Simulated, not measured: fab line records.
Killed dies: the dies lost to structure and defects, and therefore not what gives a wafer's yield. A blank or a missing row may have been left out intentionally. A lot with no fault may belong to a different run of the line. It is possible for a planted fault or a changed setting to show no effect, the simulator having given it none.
fab line records	flow nandHarc
[record] lots = 24	wafers = 72	lastDay = 33
route steps=1302 shown A_BLC@1125 A_M0@1158 A_M1@1200
lots that met no fault: from a run of the same line without faults
startH: hours from the record's first day to the start of the lot's first wafer shown	waitH: hours elapsed since this lot's preceding step	" as in the row above	L1.1+2: one row covering several wafers at once	- no value present, or no start provided	* or withheld: withheld	< > ~ a bound
route shown NAME@n: names a module that has steps shown in the file, with the first one's number in the route	usual: mean/standard deviation taken from wafers without a fault	same: alike in all rows	chamber/n: place in a boat	sites: the reading at each site	_std_site: standard deviation of those values	_edge_site: outer sites' mean less inner sites'	radiusMm: for every site, how far away it sits from the centre of the wafer	mask NAME#n: copy n	behind: tool/chamber where the wafer was last shaped	hold: reason for holding the lot/hours on hold/outcome of the hold	device: transistor that didn't switch, given as n, p or np	end of line: at the end of the route, the tests of the same wafers	for a step that has no rows: nothing shown but its recipe	killed: dies lost to structure and defects at the first sort, not the wafer's yield	map: shows each die of a wafer: x if killed, . if not, _ if none is there
set.NAME: the setting that was run; set.NAME@STEP: the one run at that earlier step	model.NAME: the simulator's own value behind a step, which no gauge read
a sample of lots followed through the steps of the route, with each step as a table and each wafer as a row
services: from which hour (startH, from the record's first day; less than 0 if before it) a tool's chamber was out of use, for how many hours, and why
[[steps]]
[step NHARC_A_BLC_STRIP_29]
[recipe] cf4FlowSccm = 150	arFlowSccm = 0	biasW = 0	chemistry = CF4
[usual] drypumpMotorCurrentA = 5.7/0.51	mfcArSccm = 0.009/0.013	oesProductAu = 1.001/0.012	rfVppV = 59.6/0.88	showerheadPlenumPTorr = 1.80/0.051	throttleValvePct = 13.285/0.0091
lot.wafer	tool	chamber	startH	waitH	drypumpMotorCurrentA	mfcArSccm	oesProductAu	rfHoursCounterH	rfVppV	showerheadPlenumPTorr	throttleValvePct
L074.1	rieDiel-09	2	523.70	0.1	6.3	0	1.004	1	61.1	1.85	13.289
L074.2	"	3	"	"	5.5	0.002	1.028	1	58.5	1.84	13.287
L074.5	"	0	"	"	6.3	0.036	0.992	-	58.9	1.76	13.277
L075.1	rieDiel-08	0	536.44	0.1	5.8	0.027	1.008	51	59.8	1.83	13.276
L075.3	"	1	"	"	5.9	0.039	0.995	50	59.8	1.81	13.303
L075.6	"	3	"	"	6.3	0.014	1.007	-	59.7	1.65	13.298
L076.4	rieDiel-09	1	538.55	0.1	5.5	0	1.018	2	59.3	1.78	13.290
L076.2	"	2	"	"	6.3	0	0.992	2	59.3	1.85	13.299
L076.5	"	1	"	"	5.5	0	1.022	-	59.4	1.78	13.282
L077.1	rieDiel-05	2	542.35	0.1	6.4	0.004	0.987	11	61.1	1.88	13.298
L077.3	"	3	"	"	5.0	0.011	0.998	11	59.5	1.80	13.297
L077.5	"	1	"	"	5.4	0	0.990	-	60.0	1.83	13.280
L078.1	rieDiel-05	1	552.30	0.1	5.5	0	0.990	11	59.6	1.83	13.285
L078.2	"	2	"	"	6.4	0.004	0.989	11	60.0	1.88	13.285
L078.5	"	0	"	"	5.0	0	0.981	-	59.0	1.71	13.286
L080.1	rieDiel-05	0	571.67	0.1	5.0	0	0.996	13	58.4	1.71	13.283
L080.3	"	1	"	"	5.5	0	0.996	13	60.1	1.83	13.273
L080.5	"	2	"	"	6.4	0.004	0.981	-	59.2	1.88	13.289
L079.1	rieDiel-09	0	571.97	0.1	6.3	0.036	0.998	5	58.5	1.76	13.285
L079.2	"	2	"	"	6.3	0	1.001	4	58.5	1.85	13.269
L079.5	"	0	"	"	6.3	0.036	0.996	-	59.2	1.76	13.267
L081.4	rieDiel-09	2	587.57	0.1	6.3	0	0.999	5	60.0	1.85	13.278
L081.3	"	0	"	"	6.3	0.036	0.996	6	60.0	1.76	13.300
L081.6	"	3	"	"	5.4	0.002	1.005	-	58.7	1.84	13.293
L082.4	rieDiel-09	3	614.72	0.1	5.5	0.002	1.009	7	58.3	1.84	13.279
L082.2	"	0	"	"	6.3	0.036	0.993	7	59.1	1.76	13.296
L082.6	"	3	"	"	5.5	0.002	1.006	-	59.5	1.84	13.291
L085.2	rieDiel-09	2	637.87	0.1	6.3	0	0.998	6	56.6	1.85	13.270
L085.1	"	3	"	"	5.4	0.002	1.023	7	60.7	1.84	13.272
L085.6	"	1	"	"	5.6	0	1.014	-	59.0	1.78	13.281
L083.2	rieDiel-09	3	639.03	0.1	5.5	0.002	1.020	7	58.8	1.84	13.282
L083.3	"	1	"	"	5.5	0	1.017	6	58.7	1.78	13.297
L083.1	"	2	"	"	6.3	0	0.999	6	59.9	1.85	13.285
L086.2	rieDiel-09	3	642.69	0.1	5.4	0.002	1.011	7	59.4	1.84	13.278
L086.1	"	1	"	"	5.5	0	1.018	6	61.3	1.78	13.280
L086.5	"	2	"	"	6.3	0	1.006	-	59.4	1.85	13.289
L087.4	rieDiel-05	0	644.56	0.1	5.0	0	0.989	5	59.6	1.71	13.273
L087.1	"	2	"	"	6.3	0.004	1.002	5	59.7	1.88	13.282
L087.6	"	0	"	"	5.0	0	0.980	-	59.1	1.71	13.283
L084.3	rieDiel-05	3	645.28	0.1	4.9	0.011	1.015	5	60.0	1.80	13.284
L084.2	"	0	"	"	5.0	0	0.992	5	58.6	1.71	13.277
L084.6	"	2	"	"	6.4	0.004	1.000	-	60.6	1.88	13.276
L088.2	rieDiel-08	2	666.79	0.1	5.8	0	1.002	38	59.8	1.81	13.304
L088.3	"	3	"	"	6.3	0.014	1.020	41	58.3	1.90	13.279
L088.5	"	2	"	"	5.8	0	0.999	-	60.7	1.81	13.287
L091.1	rieDiel-05	0	683.06	0.1	5.0	0	0.983	9	58.6	1.71	13.285
L091.6	"	1	"	"	5.5	0	0.998	-	59.1	1.83	13.274
L091.5	"	2	"	"	6.4	0.004	0.993	-	60.4	1.87	13.280
L090.2	rieDiel-05	3	691.49	0.1	5.0	0.011	1.001	10	60.7	1.80	13.288
L090.3	"	2	"	"	6.4	0.004	0.999	10	59.0	1.87	13.280
L090.5	"	3	"	"	5.0	0.011	1.005	-	60.3	1.80	13.308
L089.3	rieDiel-05	0	696.36	0.1	5.0	0	0.986	10	60.3	1.71	13.291
L089.2	"	2	"	"	6.4	0.004	0.996	10	59.8	1.87	13.290
L089.5	"	3	"	"	5.0	0.011	1.003	-	59.7	1.80	13.275
L092.1	rieDiel-09	1	697.83	0.1	5.6	0	1.013	1	61.5	1.78	13.270
L092.6	"	2	"	"	6.3	0	0.987	-	58.5	1.85	13.299
L092.5	"	3	"	"	5.5	0.002	1.007	-	58.7	1.84	13.285
L093.2	rieDiel-09	2	711.49	0.1	6.3	0	0.994	2	61.0	1.85	13.272
L093.1	"	3	"	"	5.5	0.002	1.000	2	59.2	1.84	13.278
L093.3	"	1	"	"	5.6	0	1.012	2	60.5	1.78	13.285
L094.4	rieDiel-09	0	714.35	0.1	6.3	0.036	1.004	3	59.9	1.76	13.289
L094.2	"	3	"	"	5.5	0.002	0.998	3	61.5	1.84	13.281
L094.5	"	1	"	"	5.5	0	1.007	-	59.6	1.78	13.295
L095.4	rieDiel-05	1	735.76	0.1	5.5	0	1.019	13	60.0	1.82	13.275
L095.3	"	2	"	"	6.4	0.004	0.999	14	59.9	1.87	13.283
L095.6	"	0	"	"	5.0	0	0.970	-	59.2	1.71	13.274
L096.1	rieDiel-09	2	737.01	0.1	6.3	0	0.989	4	59.5	1.85	13.278
L096.3	"	3	"	"	5.5	0.002	1.002	4	58.5	1.84	13.286
L096.6	"	2	"	"	6.3	0	0.995	-	60.0	1.85	13.292
L097.2	rieDiel-08	1	746.80	0.1	5.8	0.039	1.003	2	60.0	1.80	13.276
L097.1	"	3	"	"	6.3	0.014	1.000	2	57.6	1.89	13.281
L097.6	"	0	"	"	5.9	0.027	1.007	-	59.2	1.81	13.289
[step NHARC_A_BLC_ALD_23]
[recipe] targetThkA = 30	pulseTimeS = 1	aldCycles = 150	tempC = 450	material = TiN
[usual] heaterPowerW = 1065/91	precursorPulseHeightRel = 1.001/0.02	susceptorTempC = 450.00/0.22
lot.wafer	tool	chamber	startH	waitH	heaterPowerW	precursorPulseHeightRel	susceptorTempC
L074.1	aldMetal-02	3	524.46	-	1098	0.995	450.04
L074.2	"	2	"	"	1186	0.996	449.83
L074.5	"	3	"	"	1112	1.025	450.31
L075.1	aldMetal-02	1	537.19	-	959	0.959	449.74
L075.3	"	3	"	"	1113	1.018	450.04
L075.6	"	1	"	"	933	1.000	449.86
L076.4	aldMetal-03	1	539.32	-	1075	1.000	450.02
L076.2	"	3	"	"	872	1.017	450.08
L076.5	"	0	"	"	1071	0.990	450.26
L077.1	aldMetal-04	0	543.10	-	963	1.037	450.42
L077.3	"	2	"	"	1119	0.989	450.15
L077.5	"	2	"	"	1111	0.994	450.26
L078.1	aldMetal-04	0	553.09	-	968	1.040	450.11
L078.2	"	1	"	"	1127	0.978	449.86
L078.5	"	1	"	"	1098	0.984	450.00
L080.3	aldMetal-02	0	572.44	-	1065	1.025	449.98
L080.1	"	2	"	"	1151	0.962	449.95
L080.5	"	0	"	"	1102	1.023	449.90
L079.1	aldMetal-04	2	572.75	-	1162	1.007	450.05
L079.2	"	0	"	"	965	0.993	450.14
L079.5	"	0	"	"	980	0.987	450.04
L081.3	aldMetal-03	3	588.37	-	869	1.022	450.32
L081.4	"	1	"	"	1064	0.992	450.08
L081.6	"	3	"	"	877	0.943	450.44
L082.2	aldMetal-04	2	615.48	-	1154	0.987	449.70
L082.4	"	2	"	"	1140	0.996	449.95
L082.6	"	1	"	"	1144	1.009	450.25
L085.2	aldMetal-02	1	638.66	-	921	1.001	450.03
L085.1	"	2	"	"	1207	1.014	450.07
L085.6	"	3	"	"	1116	1.016	449.85
L083.1	aldMetal-04	1	639.80	-	1126	0.981	449.60
L083.2	"	2	"	"	1138	1.025	450.31
L083.3	"	0	"	"	947	1.003	449.95
L086.1	aldMetal-03	3	643.50	-	885	0.996	449.65
L086.2	"	0	"	"	1038	1.018	449.88
L086.5	"	2	"	"	1055	1.006	449.77
L087.4	aldMetal-02	1	645.37	-	913	1.001	450.30
L087.1	"	2	"	"	1212	1.011	449.98
L087.6	"	1	"	"	925	1.017	450.00
L084.2	aldMetal-04	0	646.07	-	967	0.989	449.96
L084.3	"	0	"	"	942	1.035	450.40
L084.6	"	0	"	"	942	1.005	449.79
L088.2	aldMetal-04	2	667.59	-	1150	0.978	450.13
L088.3	"	2	"	"	1172	1.007	450.05
L088.5	"	2	"	"	1111	0.993	450.33
L091.1	aldMetal-02	2	683.82	-	1211	1.045	450.02
L091.6	"	0	"	"	1066	1.014	449.69
L091.5	"	2	"	"	1214	1.010	450.17
L090.3	aldMetal-02	0	692.29	-	1060	1.034	450.13
L090.2	"	2	"	"	1187	0.992	449.98
L090.5	"	0	"	"	1078	1.022	450.12
L089.2	aldMetal-02	2	697.14	-	1215	1.001	449.93
L089.3	"	3	"	"	1128	0.987	449.73
L089.5	"	1	"	"	916	1.029	450.39
L092.1	aldMetal-03	1	698.57	-	1052	0.986	450.25
L092.6	"	1	"	"	1074	0.993	450.08
L092.5	"	2	"	"	1085	0.979	450.50
L093.1	aldMetal-04	3	712.29	-	1092	0.992	449.92
L093.3	"	1	"	"	1103	0.994	449.53
L093.2	"	2	"	"	1140	1.001	450.10
L094.4	aldMetal-02	1	715.12	-	950	1.013	449.94
L094.2	"	3	"	"	1137	0.994	449.85
L094.5	"	2	"	"	1206	0.964	450.18
L095.3	aldMetal-02	0	736.52	-	1054	0.991	449.83
L095.4	"	1	"	"	939	0.976	449.88
L095.6	"	1	"	"	915	0.999	449.90
L096.3	aldMetal-02	2	737.79	-	1240	1.006	450.26
L096.1	"	0	"	"	1047	0.976	449.84
L096.6	"	2	"	"	1192	0.991	450.15
L097.2	aldMetal-04	0	747.58	-	933	1.009	450.23
L097.1	"	1	"	"	1146	0.984	449.77
L097.6	"	3	"	"	1107	1.020	450.27
[step NHARC_A_BLC_CMP_25]
[recipe] tOverpolishS = 30	targetThkNm = 150
[usual] motorCurrentA = 12.1/1	overpolishRunS = 29.998/0.0093	timeToEndpointS = 28.8/2.6
lot.wafer	tool	chamber	startH	waitH	motorCurrentA	overpolishRunS	timeToEndpointS
L074.2	cmp-04	1	525.23	0.4	12.6	29.995	27.0
L074.1	"	0	"	"	13.6	29.992	25.4
L074.5	"	1	"	"	12.5	29.991	28.8
L075.3	cmp-04	2	537.92	0.3	12.3	29.999	28.3
L075.1	"	3	"	"	11.9	29.999	29.4
L075.6	"	2	"	"	11.6	29.982	30.4
L076.2	cmp-02	3	540.49	0.7	11.9	30.000	31.4
L076.4	"	1	"	"	13.2	29.996	30.4
L076.5	"	2	"	"	11.6	29.994	29.6
L077.1	cmp-02	3	543.87	0.4	11.6	29.997	29.0
L077.3	"	1	"	"	12.6	30.002	33.8
L077.5	"	3	"	"	11.7	30.016	30.3
L078.2	cmp-04	1	553.83	0.4	12.8	29.990	31.7
L078.1	"	0	"	"	13.4	29.986	29.8
L078.5	"	1	"	"	12.3	30.007	31.7
L080.1	cmp-01	1	573.15	0.4	10.8	29.982	30.3
L080.3	"	3	"	"	12.7	29.993	27.7
L080.5	"	2	"	"	13.2	29.987	27.3
L079.2	cmp-04	1	573.50	0.4	13.2	30.000	28.1
L079.1	"	3	"	"	11.6	30.007	26.7
L079.5	"	2	"	"	11.3	30.016	24.8
L081.3	cmp-01	3	589.13	0.3	13.1	29.972	26.1
L081.4	"	0	"	"	10.9	30.007	27.2
L081.6	"	2	"	"	12.6	30.011	29.2
L082.4	cmp-01	1	616.28	0.3	11.2	29.995	31.1
L082.2	"	3	"	"	12.4	30.000	28.3
L082.6	"	0	"	"	11.4	30.005	26.8
L085.1	cmp-01	3	639.59	0.4	12.3	29.997	31.6
L085.2	"	1	"	"	10.5	30.000	32.2
L085.6	"	2	"	"	12.7	29.995	27.1
L083.1	cmp-02	1	641.04	0.4	13.2	30.010	32.4
L083.3	"	3	"	"	12.1	29.993	30.1
L083.2	"	0	"	"	10.7	30.006	30.3
L086.2	cmp-02	0	644.19	0.4	11.2	29.992	30.7
L086.1	"	1	"	"	13.6	29.993	31.4
L086.5	"	0	"	"	11.5	29.991	31.7
L087.4	cmp-04	1	646.57	0.4	13.1	29.999	32.9
L087.1	"	2	"	"	11.8	30.007	30.4
L087.6	"	0	"	"	14.0	30.003	33.8
L084.2	cmp-01	1	646.90	0.5	11.0	30.008	31.5
L084.3	"	3	"	"	13.4	29.980	27.5
L084.6	"	1	"	"	11.1	29.998	32.0
L088.2	cmp-04	1	668.43	0.4	12.0	29.998	31.8
L088.3	"	2	"	"	11.3	30.005	27.2
L088.5	"	0	"	"	14.6	29.992	27.2
L091.1	cmp-04	1	684.61	0.4	12.7	30.007	28.7
L091.5	"	3	"	"	11.8	29.993	29.2
L091.6	"	0	"	"	13.9	29.994	26.4
L090.2	cmp-04	2	693.03	0.4	11.8	29.998	24.6
L090.3	"	0	"	"	14.3	30.013	28.1
L090.5	"	3	"	"	11.7	29.989	28.6
L089.2	cmp-02	3	697.87	0.5	12.0	30.005	28.8
L089.3	"	0	"	"	11.4	30.007	28.3
L089.5	"	3	"	"	11.3	30.006	27.4
L092.1	cmp-01	1	699.30	0.5	11.2	29.998	31.9
L092.6	"	1	"	"	11.1	29.997	30.6
L092.5	"	2	"	"	12.6	30.000	27.0
L093.2	cmp-04	2	713.02	0.4	11.1	29.989	22.3
L093.3	"	3	"	"	11.6	29.993	25.9
L093.1	"	0	"	"	14.4	29.992	26.9
L094.2	cmp-04	2	715.91	0.5	11.7	30.010	24.4
L094.4	"	3	"	"	12.3	29.999	29.4
L094.5	"	0	"	"	14.8	29.983	27.1
L095.3	cmp-01	0	737.25	0.2	10.8	29.999	26.2
L095.4	"	1	"	"	10.8	30.002	29.7
L095.6	"	1	"	"	10.8	30.000	25.7
L096.3	cmp-02	2	738.76	0.3	11.1	30.005	31.6
L096.1	"	3	"	"	11.7	30.004	27.9
L096.6	"	3	"	"	11.2	29.990	28.9
L097.2	cmp-01	1	748.30	0.4	11.4	30.009	25.5
L097.1	"	2	"	"	13.4	29.977	25.2
L097.6	"	2	"	"	12.7	30.004	21.5
[step NHARC_A_M0_PVD_20]
[recipe] targetThkA = 50	biasV = 168.6	powerW = 15000	chamberPressurePa = 0.12	timeS = 8.06	substrateTempC = 50	material = TaN
[usual] throttleValvePct = 30.3/1.2
lot.wafer	tool	chamber	startH	waitH	throttleValvePct
L074.2	pvdSputter-03	-	-	-	30.8
L074.1	"	-	"	"	27.9
L074.5	"	-	"	"	31.0
L075.1	pvdSputter-02	-	-	-	30.7
L075.3	"	-	"	"	29.9
L075.6	"	-	"	"	31.1
L076.4	pvdSputter-02	-	-	-	30.0
L076.2	"	-	"	"	32.4
L076.5	"	-	"	"	30.9
L077.3	pvdSputter-01	-	-	-	30.5
L077.1	"	-	"	"	31.4
L077.5	"	-	"	"	31.0
L078.2	pvdSputter-01	-	-	-	30.4
L078.1	"	-	"	"	30.7
L078.5	"	-	"	"	30.2
L080.3	pvdSputter-01	-	-	-	30.2
L080.1	"	-	"	"	30.4
L080.5	"	-	"	"	31.1
L079.2	pvdSputter-03	-	-	-	30.6
L079.1	"	-	"	"	30.1
L079.5	"	-	"	"	30.5
L081.3	pvdSputter-02	-	-	-	32.1
L081.4	"	-	"	"	30.8
L081.6	"	-	"	"	32.2
L082.2	pvdSputter-02	-	-	-	32.2
L082.4	"	-	"	"	29.7
L082.6	"	-	"	"	30.0
L085.1	pvdSputter-01	-	-	-	30.3
L085.2	"	-	"	"	30.3
L085.6	"	-	"	"	30.5
L083.3	pvdSputter-03	-	-	-	27.0
L083.2	"	-	"	"	31.7
L083.1	"	-	"	"	30.7
L086.2	pvdSputter-03	-	-	-	30.2
L086.1	"	-	"	"	27.1
L086.5	"	-	"	"	30.2
L087.4	pvdSputter-03	-	-	-	31.6
L087.1	"	-	"	"	30.3
L087.6	"	-	"	"	27.0
L084.2	pvdSputter-01	-	-	-	30.5
L084.3	"	-	"	"	30.3
L084.6	"	-	"	"	30.0
L088.3	pvdSputter-03	-	-	-	31.9
L088.2	"	-	"	"	30.2
L088.5	"	-	"	"	27.2
L091.1	pvdSputter-01	-	-	-	30.0
L091.5	"	-	"	"	30.7
L091.6	"	-	"	"	30.3
L090.2	pvdSputter-02	-	-	-	32.7
L090.3	"	-	"	"	30.3
L090.5	"	-	"	"	29.9
L089.3	pvdSputter-01	-	-	-	30.1
L089.2	"	-	"	"	29.8
L089.5	"	-	"	"	30.5
L092.1	pvdSputter-02	-	-	-	32.4
L092.6	"	-	"	"	32.5
L092.5	"	-	"	"	30.2
L093.3	pvdSputter-01	-	-	-	30.1
L093.2	"	-	"	"	29.8
L093.1	"	-	"	"	30.0
L094.4	pvdSputter-02	-	-	-	30.0
L094.2	"	-	"	"	31.0
L094.5	"	-	"	"	30.0
L095.3	pvdSputter-03	-	-	-	30.5
L095.4	"	-	"	"	28.3
L095.6	"	-	"	"	31.8
L096.3	pvdSputter-01	-	-	-	30.1
L096.1	"	-	"	"	30.3
L096.6	"	-	"	"	30.0
L097.2	pvdSputter-03	-	-	-	28.2
L097.1	"	-	"	"	31.7
L097.6	"	-	"	"	30.3
[step NHARC_A_M0_ANNEAL_30]
[recipe] tempC = 225	timeS = 90
[usual] wafer_temp_C_max = 226.1/0.39
lot.wafer	tool	chamber	startH	waitH	wafer_temp_C_max
L074.1	rtpAnneal-01	0	528.37	0.3	225.8
L074.2	"	0	"	"	226.0
L074.5	"	0	"	"	225.7
L075.1	rtpAnneal-01	0	540.95	0.3	225.7
L075.3	"	0	"	"	225.4
L075.6	"	0	"	"	225.6
L076.2	rtpAnneal-01	0	543.75	0.4	225.4
L076.4	"	0	"	"	225.8
L076.5	"	0	"	"	226.0
L077.1	rtpAnneal-01	0	546.89	0.3	226.2
L077.3	"	0	"	"	226.1
L077.5	"	0	"	"	225.9
L078.1	rtpAnneal-02	0	557.10	0.3	226.8
L078.2	"	0	"	"	225.8
L078.5	"	0	"	"	225.9
L080.1	rtpAnneal-01	0	576.39	0.3	225.8
L080.3	"	0	"	"	225.9
L080.5	"	0	"	"	225.9
L079.1	rtpAnneal-01	0	576.73	-	226.2
L079.2	"	0	"	"	225.8
L079.5	"	0	"	"	225.7
L081.3	rtpAnneal-01	0	592.41	-	225.6
L081.4	"	0	"	"	225.8
L081.6	"	0	"	"	225.6
L082.2	rtpAnneal-01	0	619.33	0.3	225.8
L082.4	"	0	"	"	225.9
L082.6	"	0	"	"	225.8
L085.1	rtpAnneal-02	0	642.71	0.3	226.4
L085.2	"	0	"	"	226.4
L085.6	"	0	"	"	226.6
L083.1	rtpAnneal-01	0	644.24	0.3	225.8
L083.2	"	0	"	"	225.9
L083.3	"	0	"	"	226.1
L086.1	rtpAnneal-02	0	647.28	0.3	226.5
L086.2	"	0	"	"	226.2
L086.5	"	0	"	"	226.2
L087.1	rtpAnneal-01	0	649.68	0.3	226.1
L087.4	"	0	"	"	226.3
L087.6	"	0	"	"	226.2
L084.2	rtpAnneal-02	0	650.13	-	226.3
L084.3	"	0	"	"	226.2
L084.6	"	0	"	"	226.4
L088.2	rtpAnneal-02	0	671.48	-	226.3
L088.3	"	0	"	"	226.3
L088.5	"	0	"	"	226.4
L091.1	rtpAnneal-01	0	687.72	0.3	225.5
L091.5	"	0	"	"	225.9
L091.6	"	0	"	"	225.9
L090.2	rtpAnneal-02	0	696.24	-	226.4
L090.3	"	0	"	"	226.6
L090.5	"	0	"	"	227.0
L089.2	rtpAnneal-02	0	700.99	0.3	226.5
L089.3	"	0	"	"	226.5
L089.5	"	0	"	"	226.1
L092.1	rtpAnneal-02	0	703.21	-	226.5
L092.5	"	0	"	"	226.3
L092.6	"	0	"	"	226.5
L093.1	rtpAnneal-02	0	716.30	0.3	226.1
L093.2	"	0	"	"	226.6
L093.3	"	0	"	"	226.0
L094.2	rtpAnneal-01	0	719.11	0.4	225.7
L094.4	"	0	"	"	225.5
L094.5	"	0	"	"	225.9
L095.3	rtpAnneal-02	0	740.50	-	226.6
L095.4	"	0	"	"	226.0
L095.6	"	0	"	"	226.6
L096.1	rtpAnneal-01	0	742.02	-	225.9
L096.3	"	0	"	"	225.8
L096.6	"	0	"	"	226.1
L097.1	rtpAnneal-01	0	751.76	0.6	226.2
L097.2	"	0	"	"	225.7
L097.6	"	0	"	"	225.8
[step NHARC_A_M1_PRE_CLEAN_32]
[recipe] timeS = 12	tempC = 370	rfPowerW = 300	gas = NH3
[usual] heaterPowerW = 692/100	susceptorTempC = 369.94/0.21
lot.wafer	tool	chamber	startH	waitH	heaterPowerW	susceptorTempC
L074.1	pecvd-01	0	533.41	0.1	746	369.72
L074.2	"	2	"	"	565	369.83
L074.5	"	2	"	"	568	369.82
L075.1	pecvd-03	0	546.31	0.1	697	369.79
L075.3	"	2	"	"	518	370.23
L075.6	"	0	"	"	678	369.57
L076.2	pecvd-01	2	548.71	0.1	520	369.71
L076.5	"	2	"	"	530	370.20
L076.4	"	0	"	"	678	369.98
L077.1	pecvd-01	1	551.96	0.1	839	369.86
L077.3	"	2	"	"	545	370.08
L077.5	"	0	"	"	703	370.23
L078.2	pecvd-01	2	562.45	0.1	549	369.78
L078.1	"	1	"	"	782	369.71
L078.5	"	1	"	"	798	370.21
L080.1	pecvd-01	0	581.54	0.2	660	370.30
L080.3	"	2	"	"	566	369.78
L080.5	"	0	"	"	694	370.02
L079.1	pecvd-02	1	581.77	0.1	859	370.09
L079.2	"	2	"	"	585	370.19
L079.5	"	2	"	"	569	370.03
L081.3	pecvd-01	2	597.25	0.1	612	370.23
L081.6	"	0	"	"	625	369.97
L081.4	"	1	"	"	842	369.82
L082.2	pecvd-01	0	624.33	0.1	713	369.96
L082.4	"	0	"	"	705	370.20
L082.6	"	2	"	"	575	370.13
L085.2	pecvd-02	0	647.82	0.1	626	370.16
L085.1	"	2	"	"	603	369.83
L085.6	"	1	"	"	772	370.22
L083.2	pecvd-03	0	649.30	0.1	672	369.79
L083.1	"	1	"	"	650	369.89
L083.3	"	2	"	"	586	369.53
L086.1	pecvd-01	1	652.26	0.1	850	370.24
L086.2	"	0	"	"	636	370.03
L086.5	"	1	"	"	859	369.87
L087.1	pecvd-03	1	654.77	0.1	641	369.62
L087.6	"	0	"	"	680	370.21
L087.4	"	1	"	"	651	369.87
L084.2	pecvd-02	2	655.12	0.1	585	369.98
L084.3	"	1	"	"	780	369.93
L084.6	"	0	"	"	698	369.69
L088.2	pecvd-03	0	676.44	0.1	743	369.95
L088.3	"	1	"	"	739	369.91
L088.5	"	2	"	"	624	369.78
L091.1	pecvd-01	0	692.87	0.1	766	369.87
L091.6	"	0	"	"	753	369.67
L091.5	"	1	"	"	819	369.95
L090.3	pecvd-02	0	701.44	0.1	661	369.99
L090.2	"	1	"	"	837	370.02
L090.5	"	2	"	"	561	369.77
L089.2	pecvd-01	0	706.09	0.1	730	369.84
L089.3	"	1	"	"	878	369.93
L089.5	"	1	"	"	903	369.90
L092.1	pecvd-02	1	708.32	0.1	846	370.27
L092.5	"	0	"	"	665	370.02
L092.6	"	1	"	"	830	370.31
L093.2	pecvd-03	0	721.25	0.1	742	369.67
L093.3	"	1	"	"	654	369.75
L093.1	"	2	"	"	620	369.97
L094.2	pecvd-01	1	724.13	0.1	877	370.26
L094.4	"	2	"	"	629	369.66
L094.5	"	0	"	"	763	369.77
L095.3	pecvd-02	1	745.80	0.1	814	370.21
L095.6	"	2	"	"	511	370.01
L095.4	"	0	"	"	638	370.24
L096.3	pecvd-01	0	746.96	0.1	762	369.33
L096.1	"	1	"	"	822	370.36
L096.6	"	1	"	"	808	370.05
L097.1	pecvd-03	0	756.79	0.1	724	369.83
L097.2	"	1	"	"	727	369.88
L097.6	"	0	"	"	730	369.51
[[services]]
tool	chamber	startH	hours	kind
cmp-04	-	503.00	4.0	pm
aldMetal-04	3	507.03	191.9	repair
cmp-04	-	535.14	2.6	repair
aldMetal-04	-	541.44	1.0	repair
rieDiel-09	1	558.13	10.2	repair
pvdSputter-01	-	582.00	10.0	pm
rieDiel-05	-	583.60	9.0	pm
pvdSputter-01	-	596.58	5.6	repair
cmp-04	-	599.48	0.4	repair
pvdSputter-01	-	606.95	2.5	repair
aldMetal-02	-	610.00	10.0	pm
aldMetal-04	1	643.04	24.9	repair
rieDiel-05	1	650.52	8.9	repair
aldMetal-04	-	652.00	10.0	pm
pvdSputter-01	-	661.17	3.5	repair
aldMetal-02	1	666.93	25.4	repair
rieDiel-09	-	674.10	9.0	pm
pecvd-01	-	674.85	13.0	pm
pecvd-01	2	689.93	17.6	repair
rieDiel-05	0	698.36	21.5	repair
cmp-04	-	699.13	4.0	pm
aldMetal-04	-	704.14	2.6	repair
rieDiel-09	3	719.01	4.5	repair
rtpAnneal-02	-	744.00	12.0	pm
[[key]]
fault none
